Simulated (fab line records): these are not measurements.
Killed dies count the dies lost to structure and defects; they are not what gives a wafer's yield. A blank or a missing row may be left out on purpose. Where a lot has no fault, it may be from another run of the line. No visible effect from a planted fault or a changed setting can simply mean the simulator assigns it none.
Matching of chambers :: flow n5-finfet :: N5_MOL_CONTACT_COAG_ETCHBACK_135 on rie-diel-03 has 3 sister chambers
The step etches SiO2 in CHF3, target depth 25 nm, time 16.7 s. 16 wafers are shown with their chamber, then 6 later ones without.

## WAFERS WITH THEIR CHAMBER
wafer: L075.1
chamber: 2
rf-vpp-V (V): 532
throttle-valve-pct (%): 18.42
showerhead-plenum-p-Torr (Torr): 2.36

wafer: L075.3
chamber: 0
rf-vpp-V (V): 491
throttle-valve-pct (%): 19.09
showerhead-plenum-p-Torr (Torr): 2.40

wafer: L075.5
chamber: 2
rf-vpp-V (V): 531
throttle-valve-pct (%): 18.43
showerhead-plenum-p-Torr (Torr): 2.36

wafer: L078.1
chamber: 3
rf-vpp-V (V): 524
throttle-valve-pct (%): 18.25
showerhead-plenum-p-Torr (Torr): 2.32

wafer: L078.2
chamber: 0
rf-vpp-V (V): 491
throttle-valve-pct (%): 19.09
showerhead-plenum-p-Torr (Torr): 2.40

wafer: L078.6
chamber: 3
rf-vpp-V (V): 522
throttle-valve-pct (%): 18.26
showerhead-plenum-p-Torr (Torr): 2.32

wafer: L082.2
chamber: 0
rf-vpp-V (V): 491
throttle-valve-pct (%): 19.13
showerhead-plenum-p-Torr (Torr): 2.39

wafer: L082.5
chamber: 3
rf-vpp-V (V): 522
throttle-valve-pct (%): 18.28
showerhead-plenum-p-Torr (Torr): 2.31

wafer: L082.6
chamber: 0
rf-vpp-V (V): 490
throttle-valve-pct (%): 19.12
showerhead-plenum-p-Torr (Torr): 2.39

wafer: L083.1
chamber: 0
rf-vpp-V (V): 490
throttle-valve-pct (%): 19.11
showerhead-plenum-p-Torr (Torr): 2.39

wafer: L083.2
chamber: 3
rf-vpp-V (V): 522
throttle-valve-pct (%): 18.28
showerhead-plenum-p-Torr (Torr): 2.31

wafer: L083.3
chamber: 2
rf-vpp-V (V): 531
throttle-valve-pct (%): 18.46
showerhead-plenum-p-Torr (Torr): 2.36

wafer: L086.4
chamber: 2
rf-vpp-V (V): 531
throttle-valve-pct (%): 18.48
showerhead-plenum-p-Torr (Torr): 2.35

wafer: L086.5
chamber: 3
rf-vpp-V (V): 521
throttle-valve-pct (%): 18.30
showerhead-plenum-p-Torr (Torr): 2.31

wafer: L086.6
chamber: 0
rf-vpp-V (V): 491
throttle-valve-pct (%): 19.13
showerhead-plenum-p-Torr (Torr): 2.39

wafer: L090.1
chamber: 0
rf-vpp-V (V): 492
throttle-valve-pct (%): 19.13
showerhead-plenum-p-Torr (Torr): 2.39

SIGNATURES, as means of the wafers listed above
reading: rf-vpp-V
chamber 0: 490.86
chamber 2: 531.25
chamber 3: 522.20
scatter within a chamber: 0.804

reading: throttle-valve-pct
chamber 0: 19.1143
chamber 2: 18.4475
chamber 3: 18.2740
scatter within a chamber: 0.0211

reading: showerhead-plenum-p-Torr
chamber 0: 2.3929
chamber 2: 2.3575
chamber 3: 2.3140
scatter within a chamber: 0.0051
Rule: a wafer lies at a distance from a chamber equal to the root of the sum of squares, over the readings, of (its reading less the chamber's mean, divided by the reading's scatter). The wafer belongs to the nearest chamber; if the next one is less than 2 further off, it can't be placed. The scatter: take each reading less its chamber's mean, square it, sum over the shown wafers, divide by the number of wafers less the number of chambers, and take the root.

## WAFERS WHOSE CHAMBER IS MISSING
wafer: L090.4
rf-vpp-V (V): 533
throttle-valve-pct (%): 18.47
showerhead-plenum-p-Torr (Torr): 2.35

wafer: L092.4
rf-vpp-V (V): 521
throttle-valve-pct (%): 18.31
showerhead-plenum-p-Torr (Torr): 2.31

wafer: L092.5
rf-vpp-V (V): 521
throttle-valve-pct (%): 18.31
showerhead-plenum-p-Torr (Torr): 2.31

wafer: L091.1
rf-vpp-V (V): 491
throttle-valve-pct (%): 19.15
showerhead-plenum-p-Torr (Torr): 2.39

wafer: L091.3
rf-vpp-V (V): 532
throttle-valve-pct (%): 18.49
showerhead-plenum-p-Torr (Torr): 2.35

wafer: L091.4
rf-vpp-V (V): 522
throttle-valve-pct (%): 18.31
showerhead-plenum-p-Torr (Torr): 2.31

## WHICH CHAMBER EACH ONE RAN IN
wafer: L090.4
from the rows above: 2
in truth: 2

wafer: L092.4
from the rows above: 3
in truth: 3

wafer: L092.5
from the rows above: 3
in truth: 3

wafer: L091.1
from the rows above: 0
in truth: 0

wafer: L091.3
from the rows above: 2
in truth: 2

wafer: L091.4
from the rows above: 3
in truth: 3
Placed correctly: 6 of 6. From these rows, 0 cannot be placed. Placed wrongly: 0.
